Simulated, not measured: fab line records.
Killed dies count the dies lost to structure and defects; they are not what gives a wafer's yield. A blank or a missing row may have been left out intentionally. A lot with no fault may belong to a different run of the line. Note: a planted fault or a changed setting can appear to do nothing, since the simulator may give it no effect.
What tool caused it? / flow nand-harc / 6 lots, 18 wafers sampled, at 5 steps of a route of 1159

== WHAT EACH GAUGE READ, for each wafer ==
NHARC_END_SORT_01.
lot=L246; measured=day 23 17:27; on=prober-02; killed-at-array=673 667 672
lot=L252; measured=day 24 17:34; on=prober-02; killed-at-array=28 53 36

== TOOL THAT RAN EACH LOT (tool first, then ch and the chambers of the sampled wafers, then the start) ==
lot=L232; NHARC_A_STAIRCASE_HM_DEP_462=acl-dep-02 ch 0, day 12 11:37; NHARC_A_STAIRCASE_DESCUM_312=rie-diel-12 ch 1,3, day 12 14:16; NHARC_A_STAIRCASE_ALD_420=ald-hk-03 ch 0,2, day 12 22:53; NHARC_A_STAIRCASE_CVD_552=lpcvd-01 ch 1, day 13 02:28
lot=L236; NHARC_A_STAIRCASE_HM_DEP_462=acl-dep-02 ch 0, day 12 22:45; NHARC_A_STAIRCASE_DESCUM_312=rie-diel-03 ch 1,2,3, day 13 01:31; NHARC_A_STAIRCASE_ALD_420=ald-hk-04 ch 0,1,3, day 13 11:58; NHARC_A_STAIRCASE_CVD_552=lpcvd-02 ch 1, day 13 15:43
lot=L241; NHARC_A_STAIRCASE_HM_DEP_462=acl-dep-02 ch 0, day 14 06:32; NHARC_A_STAIRCASE_DESCUM_312=rie-diel-03 ch 0,3, day 14 09:05; NHARC_A_STAIRCASE_ALD_420=ald-hk-04 ch 0,2,3, day 14 20:07; NHARC_A_STAIRCASE_CVD_552=lpcvd-02 ch 0, day 14 23:44
lot=L246; NHARC_A_STAIRCASE_HM_DEP_462=acl-dep-01 ch 0, day 16 01:22; NHARC_A_STAIRCASE_DESCUM_312=rie-diel-02 ch 0,1, day 16 03:22; NHARC_A_STAIRCASE_ALD_420=ald-hk-03 ch 1,2,3, day 16 11:48; NHARC_A_STAIRCASE_CVD_552=lpcvd-02 ch 0, day 16 16:01
lot=L253; NHARC_A_STAIRCASE_HM_DEP_462=acl-dep-02 ch 0, day 17 09:34; NHARC_A_STAIRCASE_DESCUM_312=rie-diel-12 ch 0,3, day 17 12:23; NHARC_A_STAIRCASE_ALD_420=ald-hk-04 ch 1,2,3, day 17 20:55; NHARC_A_STAIRCASE_CVD_552=lpcvd-01 ch 0, day 18 01:11
lot=L252; NHARC_A_STAIRCASE_HM_DEP_462=acl-dep-01 ch 0, day 17 12:03; NHARC_A_STAIRCASE_DESCUM_312=rie-diel-12 ch 2,3, day 17 14:43; NHARC_A_STAIRCASE_ALD_420=ald-hk-01 ch 0,1, day 17 20:40; NHARC_A_STAIRCASE_CVD_552=lpcvd-01 ch 1, day 18 01:11
- NHARC_A_STAIRCASE_HM_DEP_462: deposits aC, target thk 800 nm.
- NHARC_A_STAIRCASE_DESCUM_312: chemistry O2, time 3 s.
- NHARC_A_STAIRCASE_ALD_420: deposits SiO2, target thk 20 nm, pulse time 6 s, ald cycles 200.
- NHARC_A_STAIRCASE_CVD_552: deposits SiNx, target thk 40 nm.

== THE ANSWER, worked out from the rows above alone ==
Rule: usual is defined by the lots themselves. Put in order of their means at a reading, lots are off if they are a third of the lots or fewer, leave a main group of 4 or more, and stand apart from it by a gap of 3 or more times the standard deviation of the main group's means; of several such gaps the widest counts. A main group whose means are all the same, to the digits that the tables above print for the reading, isn't used. A lot without any number at a reading at which 4 lots or more have one is off too. Where the step has rows for the other lots, those lots are counted as sound.
Nothing can be told from this: no lot is off at any reading shown.

== WHAT THE SIMULATOR HAD PUT IN ==
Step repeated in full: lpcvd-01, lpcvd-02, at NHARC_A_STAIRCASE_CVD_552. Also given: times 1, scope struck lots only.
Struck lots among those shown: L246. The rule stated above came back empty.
